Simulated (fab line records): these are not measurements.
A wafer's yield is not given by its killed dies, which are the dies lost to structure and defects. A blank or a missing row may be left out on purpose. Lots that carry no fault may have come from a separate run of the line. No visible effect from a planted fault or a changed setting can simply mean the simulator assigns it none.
fab line records	flow nand_harc
record lots=12	wafers=36	last_day=25
route steps=1159 shown A_SLIT@799 A_WL_FILL@813 END@1159
lots untouched by any fault: they come from a run of this same line in which no faults occurred
start_h: the number of hours between the record's first day and the start of the first shown wafer of the lot	wait_h: hours from the lot's prior step to this one	" unchanged from the row above	L1.1+2: a single row standing in for several wafers	- no value, or no start given	* or withheld: withheld	< > ~ a bound
route shown NAME@n: names a module that has steps shown in the file, with the first one's number in the route	usual: average and standard deviation across the fault-free wafers	same: alike in all rows	chamber/n: place in a boat	sites: the reading at each site	_std_site: the values' standard deviation	_edge_site: outer sites' mean less inner sites'	radius_mm: how far each site lies from the wafer's centre	mask NAME#n: copy n	behind: the last tool/chamber to shape the wafer	hold: cause of the lot's hold/its duration in hours/its outcome	device: transistor that didn't switch, given as n, p or np	end of line: the route-end tests of the same wafers	where a step has no rows: the recipe by itself	killed: the dies lost at the first sort to structure and to defects; this is not the yield of the wafer	map: dies across one wafer; x = killed, . = not, _ = none there
set.NAME: the setting as run; set.NAME@STEP: as run at that earlier step	model.NAME: the simulator's own value behind a step, which no gauge read
steps of the route over a sample of lots; a table a step, a row a wafer
services: from which hour (start_h, from the record's first day; less than 0 if before it) a tool's chamber was out of use, for how many hours, and why
## steps
# step NHARC_A_SLIT_ETCH_29
# recipe target_depth_a=1000	overetch_a=100	time_s=55	ion_energy_ev=100	cf4_flow_sccm=80	o2_flow_sccm=20	ar_flow_sccm=0	rf_w=300	bias_w=100	chemistry=CF4/O2
# usual drypump_motor_current_A=5.6/0.42	oes_f_703_au=1.000/0.0044	oes_product_au=1.000/0.0089	rf_vpp_V=197.4/1.3	showerhead_plenum_p_Torr=1.31/0.052	throttle_valve_pct=13.397/0.0095
lot.wafer	tool	chamber	start_h	wait_h	drypump_motor_current_A	oes_f_703_au	oes_product_au	rf_hours_counter_h	rf_vpp_V	showerhead_plenum_p_Torr	throttle_valve_pct
L798.3	rie_diel-11	2	330.25	0.1	5.0	0.994	0.996	10	198.2	1.35	13.404
L798.4	"	3	"	"	5.6	0.994	1.019	8	196.3	1.29	13.402
L798.6	"	1	"	"	5.3	0.998	0.993	-	198.4	1.36	13.390
L797.2	rie_diel-11	2	338.08	0.1	5.0	1.001	1.010	10	197.5	1.35	13.410
L797.5	"	2	"	"	5.0	0.998	1.013	-	198.2	1.35	13.407
L797.6	"	3	"	"	5.6	0.997	1.020	-	197.3	1.29	13.394
L801.4	rie_diel-03	2	339.77	0.1	5.4	1.002	0.998	8	199.7	1.40	13.396
L801.2	"	3	"	"	5.6	1.001	0.992	9	199.4	1.40	13.407
L801.6	"	2	"	"	5.4	1.002	1.010	-	199.8	1.40	13.406
L804.4	rie_diel-12	3	374.55	0.1	6.1	0.999	0.990	13	196.0	1.25	13.402
L804.3	"	0	"	"	6.4	0.994	0.999	13	196.7	1.26	13.390
L804.6	"	2	"	"	6.0	1.001	0.995	-	198.5	1.36	13.395
L807.3	rie_diel-11	0	385.71	0.1	5.7	1.006	0.999	0	197.3	1.27	13.399
L807.2	"	1	"	"	5.3	1.001	0.996	0	199.4	1.36	13.397
L807.5	"	1	"	"	5.3	0.996	0.990	-	197.6	1.36	13.397
L806.4	rie_diel-11	3	386.98	0.1	5.6	1.002	1.004	0	196.8	1.29	13.400
L806.6	"	2	"	"	5.0	0.997	1.002	-	198.7	1.35	13.398
L806.5	"	3	"	"	5.6	0.991	1.002	-	197.3	1.29	13.401
L811.1	rie_diel-11	3	390.41	0.1	5.6	0.994	1.004	1	197.3	1.29	13.399
L811.5	"	3	"	"	5.6	1.006	1.009	-	196.6	1.29	13.421
L811.6	"	0	"	"	5.7	0.996	1.000	-	195.8	1.27	13.384
L812.2	rie_diel-11	3	410.58	0.1	5.6	0.999	0.999	2	196.9	1.29	13.397
L812.3	"	0	"	"	5.7	0.999	1.013	2	196.6	1.27	13.394
L812.5	"	2	"	"	5.0	1.007	1.001	-	197.0	1.34	13.387
L814.1	rie_diel-11	1	428.09	0.1	5.3	0.995	0.992	4	198.0	1.36	13.383
L814.2	"	2	"	"	5.0	1.005	1.005	4	197.3	1.34	13.388
L814.5	"	2	"	"	5.0	1.000	1.005	-	198.4	1.34	13.396
L817.3	rie_diel-12	3	447.19	0.1	6.1	0.996	1.002	4	195.9	1.25	13.392
L817.4	"	1	"	"	5.9	1.006	0.997	4	200.4	1.40	13.388
L817.5	"	0	"	"	6.4	0.998	1.002	-	196.7	1.26	13.395
L818.2	rie_diel-11	0	450.10	0.1	5.7	1.003	0.995	5	198.4	1.27	13.389
L818.1	"	2	"	"	5.0	0.994	1.012	5	198.5	1.34	13.395
L818.5	"	3	"	"	5.6	0.991	1.006	-	196.4	1.29	13.404
L819.1	rie_diel-11	3	455.83	0.1	5.6	0.996	0.989	4	197.2	1.29	13.401
L819.2	"	0	"	"	5.7	0.997	1.000	5	195.8	1.27	13.394
L819.3	"	2	"	"	5.0	0.994	1.015	5	199.1	1.34	13.404
# step NHARC_A_WL_FILL_CVD_03
# recipe target_thk_a=400	temp_c=300	pressure_torr=40	wf6_flow_sccm=40	h2_flow_sccm=1600	ar_flow_sccm=1560	time_s=3302	material=W
# usual heater_power_w=482/60	mfc_wf6_sccm=40.02/0.13	throttle_valve_pct=7.75/0.26
lot.wafer	tool	chamber	start_h	wait_h	heater_power_w	mfc_wf6_sccm	throttle_valve_pct
L798.4	cvd_w-02	1	345.19	5.8	452	39.79	7.61
L798.3	"	0	"	"	391	40.01	7.55
L798.6	"	1	"	"	462	39.91	7.77
L801.2	cvd_w-02	0	350.84	3.4	403	39.83	7.89
L801.4	"	0	"	"	400	39.95	7.86
L801.6	"	1	"	"	454	40.26	7.88
L797.2	cvd_w-01	0	352.93	5.4	506	40.19	7.61
L797.5	"	0	354.81	7.3	497	39.99	7.96
L797.6	"	1	"	"	562	39.93	7.27
L804.3	cvd_w-01	1	384.43	1.2	575	40.28	7.62
L804.4	"	0	"	"	500	39.87	7.99
L804.6	"	1	"	"	550	40.08	7.70
L807.2	cvd_w-02	0	398.02	0.7	405	39.68	7.37
L807.3	"	1	"	"	444	40.06	8.14
L807.5	"	0	399.90	2.6	396	39.96	7.19
L806.4	cvd_w-01	0	398.43	1.5	495	40.25	7.88
L806.6	"	1	"	"	565	40.01	7.54
L806.5	"	0	"	"	497	40.18	7.87
L811.1	cvd_w-01	0	403.18	3.4	492	39.98	7.76
L811.6	"	1	404.59	4.8	567	39.94	7.74
L811.5	"	0	"	"	512	40.14	7.70
L812.2	cvd_w-01	1	424.15	4.5	551	39.92	7.72
L812.3	"	0	"	"	499	40.04	8.09
L812.5	"	0	"	"	487	39.81	7.90
L814.2	cvd_w-02	0	439.27	0.1	410	39.95	7.46
L814.1	"	1	"	"	450	40.04	8.12
L814.5	"	1	441.62	2.4	453	40.02	8.19
L817.3	cvd_w-02	0	460.90	4.6	402	39.85	7.74
L817.4	"	1	"	"	439	40.24	8.27
L817.5	"	0	"	"	407	40.07	7.29
L818.2	cvd_w-02	0	463.53	1.7	406	39.92	7.45
L818.1	"	1	"	"	444	40.02	8.17
L818.5	"	1	465.89	4.1	439	40.07	8.21
L819.1	cvd_w-02	0	468.21	0.1	409	40.11	7.29
L819.2	"	1	"	"	451	40.27	7.98
L819.3	"	0	"	"	420	40.03	7.26
# step NHARC_A_WL_FILL_ETCHBACK_17
# recipe target_depth_a=40	time_s=26.7	chemistry=Cl2/BCl3
# usual drypump_motor_current_A=5.8/0.41	oes_product_au=1.000/0.01	run_length_s=47.9/0.48
lot.wafer	tool	chamber	start_h	wait_h	drypump_motor_current_A	oes_product_au	rf_hours_counter_h	run_length_s
L798.3	rie_metal-03	1	358.67	-	6.0	1.003	-	47.6
L798.4	"	0	"	"	6.5	1.010	-	48.0
L798.6	"	0	"	"	6.5	1.004	-	47.8
L797.2	rie_metal-03	1	363.84	-	6.1	1.003	2.2	47.6
L797.5	"	1	"	"	6.0	1.002	-	47.6
L797.6	"	0	"	"	6.5	0.995	-	47.9
L801.2	rie_metal-01	0	363.90	-	5.7	0.990	0.8	47.8
L801.4	"	0	"	"	5.7	1.003	-	47.3
L801.6	"	1	"	"	5.8	0.989	-	48.2
L804.4	rie_metal-03	1	397.95	-	6.0	0.999	-	47.7
L804.3	"	0	"	"	6.5	0.995	-	47.8
L804.6	"	0	"	"	6.5	1.001	-	48.3
L806.4	rie_metal-03	1	411.08	-	6.0	1.009	-	48.2
L806.6	"	0	"	"	6.5	0.996	-	47.7
L806.5	"	1	"	"	6.1	0.999	-	47.8
L807.2	rie_metal-03	1	414.23	-	6.1	1.012	-	40.0
L807.3	"	1	"	"	6.0	0.999	-	40.0
L807.5	"	1	"	"	6.0	1.003	-	39.9
L811.1	rie_metal-03	1	418.17	-	6.0	1.005	3.5	39.8
L811.5	"	1	"	"	6.1	1.007	-	39.7
L811.6	"	0	"	"	6.5	1.019	-	47.8
L812.2	rie_metal-02	0	440.36	-	5.1	1.017	1.8	48.7
L812.3	"	1	"	"	5.5	0.996	-	47.2
L812.5	"	0	"	"	5.1	1.012	-	49.3
L814.2	rie_metal-02	1	454.89	-	5.5	0.981	2.3	47.6
L814.1	"	0	"	"	5.1	1.006	2.3	48.7
L814.5	"	1	"	"	5.5	0.992	-	47.2
L818.2	rie_metal-01	0	475.75	-	5.7	0.984	4.1	47.6
L818.1	"	1	"	"	5.8	1.001	4.1	47.8
L818.5	"	1	"	"	5.7	1.001	-	48.0
L817.3	rie_metal-02	0	475.77	-	5.1	1.014	-	48.8
L817.4	"	1	"	"	5.5	0.990	-	47.8
L817.5	"	1	"	"	5.5	0.994	-	47.4
L819.2	rie_metal-01	1	482.03	-	5.8	1.003	4.2	47.6
L819.1	"	0	"	"	5.7	0.996	4.2	47.5
L819.3	"	1	"	"	5.7	1.013	-	47.6
# step NHARC_A_WL_FILL_ALD_19
# recipe target_thk_a=20	pulse_time_s=3	ald_cycles=100	temp_c=450	material=TiN
# usual heater_power_w=1092/110	precursor_pulse_height_rel=1.000/0.02
lot.wafer	tool	chamber	start_h	wait_h	heater_power_w	precursor_pulse_height_rel
L798.3	ald_metal-03	0	364.07	0.2	1251	1.014
L798.4	"	1	"	"	1062	1.005
L798.6	"	0	"	"	1262	0.993
L801.4	ald_metal-04	2	369.19	0.1	1136	0.989
L801.2	"	1	"	"	1154	1.009
L801.6	"	3	"	"	1070	1.004
L797.2	ald_metal-03	1	369.21	0.1	1067	0.990
L797.6	"	0	"	"	1298	0.989
L797.5	"	1	"	"	1061	0.993
L804.4	ald_metal-04	1	403.61	0.1	1174	1.003
L804.3	"	2	"	"	1138	0.961
L804.6	"	1	"	"	1162	1.018
L806.4	ald_metal-02	1	416.43	0.2	1176	1.012
L806.5	"	2	"	"	972	0.999
L806.6	"	3	"	"	1064	1.017
L807.2	ald_metal-03	0	419.80	0.1	1256	1.008
L807.3	"	1	"	"	1062	0.990
L807.5	"	0	"	"	1283	1.029
L811.1	ald_metal-02	0	423.48	0.1	1032	1.000
L811.5	"	3	"	"	1061	1.022
L811.6	"	0	"	"	1031	0.982
L812.2	ald_metal-03	0	445.77	0.1	1314	1.012
L812.3	"	3	"	"	1086	1.058
L812.5	"	0	"	"	1268	1.025
L814.1	ald_metal-02	0	460.58	0.1	1053	0.978
L814.2	"	2	"	"	1038	0.996
L814.5	"	3	"	"	1070	1.011
L817.3	ald_metal-03	0	481.46	0.1	1296	0.982
L817.4	"	1	"	"	1063	1.031
L817.5	"	0	"	"	1282	0.997
L818.2	ald_metal-02	3	481.46	0.1	1095	0.991
L818.1	"	0	"	"	1054	1.010
L818.5	"	2	"	"	1027	1.009
L819.1	ald_metal-04	1	487.72	0.1	1155	0.997
L819.3	"	3	"	"	1066	0.991
L819.2	"	0	"	"	848	1.039
# step NHARC_END_SORT_01
# recipe temp_c=25
# usual killed_at_array=28/9.1	killed_at_other=0.6/0.87	killed_at_periphery=3.4/2.7	killed_dies=32/9	killed_open=3.2/1.9	killed_short=2.0/1.3
# same gross_dies=677
lot.wafer	tool	chamber	start_h	wait_h	killed_at_array	killed_at_other	killed_at_periphery	killed_dies	killed_open	killed_short
L798.3	prober-01	0	441.31	3.1	13	2	3	18	3	3
L798.4	prober-01	0	442.11	3.4	20	1	5	26	8	3
L798.6	prober-01	0	443.70	4.0	17	1	6	24	6	1
L797.2	prober-02	0	452.83	2.8	28	0	1	29	2	1
L797.5	prober-02	0	455.26	3.7	20	0	1	21	3	3
L797.6	prober-02	0	456.07	4.0	34	0	4	38	3	0
L801.2	prober-02	0	468.38	2.8	28	1	1	30	4	1
L801.4	prober-02	0	469.99	3.4	22	2	2	26	2	1
L801.6	prober-02	0	471.60	4.0	33	0	6	39	4	2
L804.3	prober-02	0	487.77	3.1	19	1	10	30	4	1
L804.4	prober-02	0	488.56	3.4	20	0	3	23	3	2
L804.6	prober-02	0	490.14	4.0	23	0	2	25	4	2
L806.4	prober-02	0	504.45	3.4	28	0	1	29	2	1
L806.5	prober-02	0	505.25	3.7	24	1	2	27	1	2
L806.6	prober-02	0	506.06	4.0	24	1	4	29	4	5
L811.1	prober-02	0	517.62	2.5	28	1	1	30	2	1
L811.5	prober-02	0	520.86	3.7	29	0	5	34	3	2
L811.6	prober-02	0	521.67	4.0	26	0	5	31	5	2
L807.2	prober-02	0	534.11	2.8	21	1	0	22	0	3
L807.3	prober-02	0	534.90	3.1	28	0	4	32	1	2
L807.5	prober-02	0	536.49	3.7	26	0	3	29	1	4
L812.2	prober-02	0	557.59	2.8	22	1	7	30	3	3
L812.3	prober-02	0	558.38	3.1	18	2	9	29	1	3
L812.5	prober-02	0	559.96	3.7	14	3	10	27	2	2
L814.1	prober-02	0	587.97	2.5	33	1	4	38	5	4
L814.2	prober-02	0	588.77	2.8	29	0	5	34	2	3
L814.5	prober-02	0	591.16	3.7	20	0	4	24	2	4
L818.1	prober-01	0	595.27	2.5	16	1	2	19	2	2
L818.2	prober-01	0	596.07	2.8	18	2	1	21	5	2
L818.5	prober-01	0	598.47	3.7	15	0	4	19	3	3
L817.3	prober-02	0	597.37	3.1	25	1	3	29	3	1
L817.4	prober-02	0	598.17	3.4	24	0	2	26	1	3
L817.5	prober-02	0	598.97	3.7	25	0	2	27	1	1
L819.1	prober-01	0	603.02	2.5	38	1	1	40	4	2
L819.2	prober-01	0	603.82	2.8	28	1	1	30	2	2
L819.3	prober-01	0	604.62	3.1	40	3	1	44	0	4
# killed by level:class
L798.3 A_CHANNEL_HOLE_D1:chamber_film_flake=5 P_ZERO_WELL:chamber_film_flake=2 A_ZERO_WELL:chamber_film_flake=2 THIN_TSV:chamber_film_flake=2 P_M2:geometric_particle:open=1 A_ONON_D1:geometric_particle:short=1 A_SGD_CUT:geometric_particle:short=1 A_CONTACT:geometric_particle:short=1
L798.4 A_CHANNEL_HOLE_D1:chamber_film_flake=7 A_CONTACT:geometric_particle:open=5 A_STAIRCASE:chamber_film_flake=3 P_CONTACT:geometric_particle:open=2 P_ZERO_WELL:chamber_film_flake=2 A_STAIRCASE:geometric_particle:short=1 A_WL_FILL:geometric_particle:open=1 A_WL_FILL:geometric_particle:short=1
L798.6 A_CHANNEL_HOLE_D1:chamber_film_flake=8 A_STAIRCASE:chamber_film_flake=3 P_ZERO_WELL:chamber_film_flake=2 A_SLIT:chamber_film_flake=1 P_CONTACT:geometric_particle:open=1 P_M1:geometric_particle:open=1 P_M2:geometric_particle:open=1 A_CHANNEL_HOLE_D1:geometric_particle:open=1
L797.2 A_SLIT:chamber_film_flake=14 A_CHANNEL_HOLE_D1:chamber_film_flake=8 A_CONTACT:chamber_film_flake=2 A_CHANNEL_HOLE_D1:geometric_particle:open=1 A_WL_FILL:geometric_particle:open=1 A_WL_FILL:geometric_particle:short=1 P_STI:chamber_film_flake=1 A_STAIRCASE:chamber_film_flake=1
L797.5 A_SLIT:chamber_film_flake=10 A_CHANNEL_HOLE_D1:chamber_film_flake=3 A_WL_FILL:geometric_particle:short=2 A_CHANNEL_HOLE_D1:geometric_particle:open=1 A_CHANNEL_FILL_D1:geometric_particle:open=1 A_CHANNEL_FILL_D1:geometric_particle:short=1 A_CONTACT:geometric_particle:open=1 P_ZERO_WELL:chamber_film_flake=1
L797.6 A_SLIT:chamber_film_flake=13 A_CHANNEL_HOLE_D1:chamber_film_flake=9 A_CONTACT:chamber_film_flake=6 A_STAIRCASE:chamber_film_flake=5 P_CONTACT:geometric_particle:open=2 A_CONTACT:geometric_particle:open=1 P_ZERO_WELL:chamber_film_flake=1 P_STI:chamber_film_flake=1
L801.2 A_SLIT:chamber_film_flake=11 A_CHANNEL_HOLE_D1:chamber_film_flake=5 A_CONTACT:geometric_particle:open=3 A_ZERO_WELL:chamber_film_flake=3 A_STAIRCASE:chamber_film_flake=2 A_CHANNEL_FILL_D1:geometric_particle:short=1 A_M1:geometric_particle:open=1 P_ZERO_WELL:chamber_film_flake=1
L801.4 A_SLIT:chamber_film_flake=11 A_WL_FILL:chamber_film_flake=3 A_CHANNEL_HOLE_D1:chamber_film_flake=2 A_STAIRCASE:chamber_film_flake=2 THIN_TSV:chamber_film_flake=2 P_M0:geometric_particle:open=1 A_CHANNEL_FILL_D1:geometric_particle:open=1 A_CONTACT:geometric_particle:short=1
L801.6 A_SLIT:chamber_film_flake=13 A_CHANNEL_HOLE_D1:chamber_film_flake=5 A_STAIRCASE:chamber_film_flake=5 P_M2:chamber_film_flake=3 A_CONTACT:geometric_particle:open=2 A_ZERO_WELL:chamber_film_flake=2 A_WL_FILL:chamber_film_flake=2 A_CONTACT:chamber_film_flake=2
L804.3 A_CONTACT:chamber_film_flake=8 P_M0:chamber_film_flake=7 A_STAIRCASE:chamber_film_flake=5 A_CHANNEL_HOLE_D1:chamber_film_flake=4 P_GATE:geometric_particle:open=1 P_CONTACT:geometric_particle:open=1 P_M2:geometric_particle:open=1 A_ONON_D1:geometric_particle:short=1
L804.4 A_CONTACT:chamber_film_flake=9 A_CONTACT:geometric_particle:open=3 P_M0:chamber_film_flake=3 A_CHANNEL_HOLE_D1:chamber_film_flake=3 A_STAIRCASE:chamber_film_flake=3 A_ONON_D1:geometric_particle:short=1 A_M0:geometric_particle:short=1
L804.6 A_CONTACT:chamber_film_flake=11 A_CHANNEL_HOLE_D1:chamber_film_flake=4 A_STAIRCASE:chamber_film_flake=3 A_CONTACT:geometric_particle:open=2 P_M0:geometric_particle:open=1 A_CHANNEL_FILL_D1:geometric_particle:short=1 A_M0:geometric_particle:open=1 A_M0:geometric_particle:short=1
L806.4 A_CHANNEL_HOLE_D1:chamber_film_flake=9 A_CONTACT:chamber_film_flake=9 A_STAIRCASE:chamber_film_flake=6 A_CHANNEL_FILL_D1:geometric_particle:open=1 A_CONTACT:geometric_particle:open=1 A_M0:geometric_particle:short=1 P_GATE:chamber_film_flake=1 A_WL_FILL:chamber_film_flake=1
L806.5 A_STAIRCASE:chamber_film_flake=8 A_CHANNEL_HOLE_D1:chamber_film_flake=7 A_CONTACT:chamber_film_flake=6 A_CONTACT:geometric_particle:short=1 A_M0:geometric_particle:short=1 STARTING-WAFER:geometric_particle:open=1 P_STI:chamber_film_flake=1 P_M0:chamber_film_flake=1
L806.6 A_STAIRCASE:chamber_film_flake=11 A_CHANNEL_HOLE_D1:chamber_film_flake=7 A_WL_FILL:geometric_particle:short=2 P_STI:geometric_particle:short=1 P_GATE:geometric_particle:short=1 P_M1:geometric_particle:open=1 P_M2:geometric_particle:open=1 A_ONON_D1:geometric_particle:open=1
L811.1 A_SLIT:chamber_film_flake=14 A_CHANNEL_HOLE_D1:chamber_film_flake=6 A_CONTACT:chamber_film_flake=3 A_M1:geometric_particle:open=1 A_M0:geometric_particle:open=1 STARTING-WAFER:geometric_particle:short=1 P_GATE:chamber_film_flake=1 A_ZERO_WELL:chamber_film_flake=1
L811.5 A_SLIT:chamber_film_flake=16 A_CHANNEL_HOLE_D1:chamber_film_flake=6 P_GATE:chamber_film_flake=2 A_STAIRCASE:chamber_film_flake=2 P_CONTACT:geometric_particle:short=1 P_M1:geometric_particle:open=1 A_SOURCE_PLATE:geometric_particle:open=1 A_M0:geometric_particle:short=1
L811.6 A_SLIT:chamber_film_flake=12 A_CHANNEL_HOLE_D1:chamber_film_flake=4 A_CONTACT:chamber_film_flake=3 P_M0:geometric_particle:open=1 P_M1:geometric_particle:open=1 A_CHANNEL_FILL_D1:geometric_particle:short=1 A_SGD_CUT:geometric_particle:short=1 A_CONTACT:geometric_particle:open=1
L807.2 A_SLIT:chamber_film_flake=12 A_CHANNEL_HOLE_D1:chamber_film_flake=4 A_STAIRCASE:chamber_film_flake=2 A_SOURCE_PLATE:geometric_particle:short=1 A_CONTACT:geometric_particle:short=1 STARTING-WAFER:geometric_particle:short=1 A_WL_FILL:chamber_film_flake=1
L807.3 A_SLIT:chamber_film_flake=14 A_CHANNEL_HOLE_D1:chamber_film_flake=10 P_M0:chamber_film_flake=2 P_M0:geometric_particle:open=1 A_CHANNEL_FILL_D1:geometric_particle:short=1 A_BLC:geometric_particle:short=1 P_GATE:chamber_film_flake=1 A_WL_FILL:chamber_film_flake=1
L807.5 A_CHANNEL_HOLE_D1:chamber_film_flake=12 A_SLIT:chamber_film_flake=8 A_CHANNEL_FILL_D1:geometric_particle:short=2 P_GATE:chamber_film_flake=2 A_SGD_CUT:geometric_particle:short=1 A_WL_FILL:geometric_particle:open=1 A_M0:geometric_particle:short=1 P_BONDPAD:chamber_film_flake=1
L812.2 A_CONTACT:chamber_film_flake=7 A_CHANNEL_HOLE_D1:chamber_film_flake=4 A_STAIRCASE:chamber_film_flake=4 P_M0:chamber_film_flake=3 A_WL_FILL:geometric_particle:open=2 P_STI:chamber_film_flake=2 P_M2:geometric_particle:short=1 A_ONON_D1:geometric_particle:short=1
L812.3 A_CONTACT:chamber_film_flake=7 A_STAIRCASE:chamber_film_flake=4 P_STI:chamber_film_flake=2 P_M0:chamber_film_flake=2 P_GATE:chamber_film_flake=2 P_CONTACT:chamber_film_flake=2 A_CHANNEL_HOLE_D1:chamber_film_flake=2 THIN_TSV:chamber_film_flake=2
L812.5 A_CHANNEL_HOLE_D1:chamber_film_flake=4 A_CONTACT:chamber_film_flake=4 A_STAIRCASE:chamber_film_flake=3 P_CONTACT:chamber_film_flake=3 P_M0:chamber_film_flake=3 THIN_TSV:chamber_film_flake=3 P_GATE:geometric_particle:open=2 P_STI:chamber_film_flake=2
L814.1 A_SLIT:chamber_film_flake=17 A_CHANNEL_HOLE_D1:chamber_film_flake=8 A_SGD_CUT:geometric_particle:short=2 A_CONTACT:geometric_particle:open=2 P_STI:chamber_film_flake=2 P_GATE:geometric_particle:open=1 P_M1:geometric_particle:open=1 A_CHANNEL_FILL_D1:geometric_particle:short=1
L814.2 A_SLIT:chamber_film_flake=16 A_CHANNEL_HOLE_D1:chamber_film_flake=6 A_WL_FILL:geometric_particle:short=2 P_CONTACT:chamber_film_flake=2 A_CONTACT:chamber_film_flake=2 P_M1:geometric_particle:short=1 A_CONTACT:geometric_particle:open=1 A_M0:geometric_particle:open=1
L814.5 A_SLIT:chamber_film_flake=12 A_WL_FILL:geometric_particle:short=3 P_M1:chamber_film_flake=3 P_CONTACT:geometric_particle:open=1 A_CHANNEL_HOLE_D1:geometric_particle:short=1 A_BLC:geometric_particle:open=1 A_CHANNEL_HOLE_D1:chamber_film_flake=1 A_STAIRCASE:chamber_film_flake=1
L818.1 A_CHANNEL_HOLE_D1:chamber_film_flake=11 P_M0:geometric_particle:open=1 A_STAIRCASE:geometric_particle:short=1 A_BLC:geometric_particle:open=1 A_M0:geometric_particle:short=1 P_STI:chamber_film_flake=1 A_STAIRCASE:chamber_film_flake=1 A_CONTACT:chamber_film_flake=1
L818.2 A_CHANNEL_HOLE_D1:chamber_film_flake=8 A_CONTACT:geometric_particle:open=3 A_STAIRCASE:chamber_film_flake=2 THIN_TSV:chamber_film_flake=2 A_SOURCE_PLATE:geometric_particle:short=1 A_SOURCE_PLATE:geometric_particle:open=1 A_ONON_D1:geometric_particle:short=1 A_ONON_D1:geometric_particle:open=1
L817.3 A_CONTACT:chamber_film_flake=9 A_CHANNEL_HOLE_D1:chamber_film_flake=9 P_BONDPAD:chamber_film_flake=2 A_CHANNEL_FILL_D1:chamber_film_flake=2 A_ONON_D1:geometric_particle:short=1 A_WL_FILL:geometric_particle:open=1 A_CONTACT:geometric_particle:open=1 P_GATE:chamber_film_flake=1
L817.4 A_CHANNEL_HOLE_D1:chamber_film_flake=13 A_CONTACT:chamber_film_flake=5 A_STAIRCASE:chamber_film_flake=2 P_M0:geometric_particle:short=1 P_M1:geometric_particle:short=1 A_ONON_D1:geometric_particle:open=1 A_ONON_D1:geometric_particle:short=1 A_CHANNEL_FILL_D1:chamber_film_flake=1
L818.5 A_CHANNEL_HOLE_D1:chamber_film_flake=6 P_STI:chamber_film_flake=2 A_STAIRCASE:chamber_film_flake=2 A_CONTACT:chamber_film_flake=2 P_CONTACT:geometric_particle:short=1 P_M0:geometric_particle:open=1 A_ONON_D1:geometric_particle:short=1 A_CHANNEL_FILL_D1:geometric_particle:short=1
L817.5 A_CHANNEL_HOLE_D1:chamber_film_flake=11 A_CONTACT:chamber_film_flake=7 A_CHANNEL_FILL_D1:chamber_film_flake=3 P_GATE:chamber_film_flake=2 A_CHANNEL_FILL_D1:geometric_particle:short=1 A_CONTACT:geometric_particle:open=1 A_STAIRCASE:chamber_film_flake=1 A_BLC:chamber_film_flake=1
L819.1 A_SLIT:chamber_film_flake=17 A_CHANNEL_HOLE_D1:chamber_film_flake=9 A_STAIRCASE:chamber_film_flake=3 A_CONTACT:geometric_particle:open=2 A_CHANNEL_FILL_D1:geometric_particle:open=1 A_WL_FILL:geometric_particle:short=1 A_WL_FILL:geometric_particle:open=1 A_CONTACT:geometric_particle:short=1
L819.2 A_SLIT:chamber_film_flake=17 A_CHANNEL_HOLE_D1:chamber_film_flake=5 A_CONTACT:chamber_film_flake=2 P_GATE:geometric_particle:open=1 A_CHANNEL_FILL_D1:geometric_particle:short=1 A_WL_FILL:geometric_particle:short=1 A_BLC:geometric_particle:open=1 A_WL_FILL:chamber_film_flake=1
L819.3 A_SLIT:chamber_film_flake=19 A_CHANNEL_HOLE_D1:chamber_film_flake=15 A_CONTACT:chamber_film_flake=2 THIN_TSV:chamber_film_flake=2 P_M1:geometric_particle:short=1 A_SLIT:geometric_particle:short=1 A_M0:geometric_particle:short=1 STARTING-WAFER:geometric_particle:short=1
## services
tool	chamber	start_h	hours	kind
rie_diel-11	3	311.64	14.3	repair
ald_metal-03	-	322.00	10.0	pm
ald_metal-02	3	329.62	8.8	repair
ald_metal-02	0	343.56	42.5	repair
ald_metal-02	-	364.00	10.0	pm
rie_metal-03	1	364.47	3.0	repair
rie_diel-11	-	366.50	9.0	pm
ald_metal-02	-	377.43	0.7	repair
rie_diel-11	-	377.51	3.7	repair
cvd_w-02	-	378.46	13.0	pm
ald_metal-02	0	403.46	6.4	repair
rie_metal-03	0	413.35	2.3	repair
rie_metal-03	0	420.70	26.0	repair
ald_metal-02	0	427.45	3.1	repair
ald_metal-03	1	436.34	8.7	repair
ald_metal-03	2	439.61	4.5	repair
rie_diel-11	1	452.84	6.7	repair
rie_metal-03	-	453.00	9.0	pm
ald_metal-03	3	456.84	10.3	repair
ald_metal-03	1	459.48	1.7	repair
ald_metal-03	0	460.61	6.7	repair
rie_metal-03	1	462.35	47.6	repair
cvd_w-01	-	474.47	13.0	pm
rie_diel-11	0	475.74	9.3	repair
## key
first_sign step=NHARC_A_WL_FILL_ETCHBACK_17	reading=run_length_s	direction=down	sigmas=17	usual=*	struck=*
effect none on later readings
met_at NHARC_A_WL_FILL_ETCHBACK_17
struck_lots L807,L811
struck_wafers L807.2,L807.3,L807.5,L811.1,L811.5
tester_left_out L807,L811
not_acting_at NHARC_A_SLIT_ETCH_29,NHARC_A_WL_FILL_CVD_03,NHARC_A_WL_FILL_ALD_19
onset_between 411.08 414.23
fault kind=process_parameter_drift	tool=rie_metal-03	chamber=1	onset_h=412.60	steps=NHARC_A_WL_FILL_ETCHBACK_17	channel=time_s	offset=*	shape=step	end_h=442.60	acts_in=*	stated=*
# tester_left_out: of these lots the tester's yield and bins aren't shown, on N5 and GAA mostly nor the transistor test; their killed dies are dies lost to structure and defects alone, not to doping, threshold or leakage, so they don't give the yield
